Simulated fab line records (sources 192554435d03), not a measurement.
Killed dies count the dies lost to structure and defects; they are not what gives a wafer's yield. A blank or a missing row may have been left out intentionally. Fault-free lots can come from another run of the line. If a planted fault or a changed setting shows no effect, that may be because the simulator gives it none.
Chamber matching / flow n5Finfet / N5_HKMG_FIN_ETCH_54 on rieDiel-06 has 4 sister chambers
The step etches SiARC in CF4, target depth 45.5 nm, time 75.8 s. 8 wafers are shown with their chamber, then 7 later ones without.

## WAFERS WITH THEIR CHAMBER
wafer=L227.4; chamber=3; showerheadPlenumPTorr (Torr)=2.10; throttleValvePct (%)=16.17
wafer=L231.5; chamber=2; showerheadPlenumPTorr (Torr)=2.28; throttleValvePct (%)=15.15
wafer=L231.6; chamber=0; showerheadPlenumPTorr (Torr)=2.12; throttleValvePct (%)=15.53
wafer=L232.1; chamber=3; showerheadPlenumPTorr (Torr)=2.10; throttleValvePct (%)=15.64
wafer=L232.3; chamber=1; showerheadPlenumPTorr (Torr)=2.22; throttleValvePct (%)=15.90
wafer=L232.6; chamber=1; showerheadPlenumPTorr (Torr)=2.22; throttleValvePct (%)=15.88
wafer=L245.3; chamber=2; showerheadPlenumPTorr (Torr)=2.27; throttleValvePct (%)=15.19
wafer=L245.5; chamber=0; showerheadPlenumPTorr (Torr)=2.11; throttleValvePct (%)=15.58

## WAFERS WITH NO CHAMBER GIVEN
wafer=L245.6; showerheadPlenumPTorr (Torr)=2.09; throttleValvePct (%)=15.68
wafer=L246.1; showerheadPlenumPTorr (Torr)=2.27; throttleValvePct (%)=15.18
wafer=L246.4; showerheadPlenumPTorr (Torr)=2.09; throttleValvePct (%)=15.69
wafer=L246.5; showerheadPlenumPTorr (Torr)=2.21; throttleValvePct (%)=15.93
wafer=L247.3; showerheadPlenumPTorr (Torr)=2.27; throttleValvePct (%)=15.19
wafer=L247.4; showerheadPlenumPTorr (Torr)=2.09; throttleValvePct (%)=15.68
wafer=L247.5; showerheadPlenumPTorr (Torr)=2.09; throttleValvePct (%)=15.70

## EACH ONE'S CHAMBER
wafer=L245.6; from the rows above=3; in truth=3
wafer=L246.1; from the rows above=2; in truth=2
wafer=L246.4; from the rows above=3; in truth=3
wafer=L246.5; from the rows above=1; in truth=1
wafer=L247.3; from the rows above=2; in truth=2
wafer=L247.4; from the rows above=3; in truth=3
wafer=L247.5; from the rows above=3; in truth=3
Placed correctly: 7 of 7. Left unplaced by these rows: 0. Number placed wrongly: 0.
How it was worked out, from the rows above alone: a wafer's distance from a chamber is the root of the sum, over the readings, of the square of ((its reading less the chamber's mean) divided by the reading's scatter). The wafer belongs to the nearest chamber; if the next one is less than 2 further off, it can't be placed. The mean given for a chamber averages the wafers shown for that chamber. The scatter: the root of (the sum of the squares of (reading less its chamber's mean) over the shown wafers, divided by (wafers less chambers)).
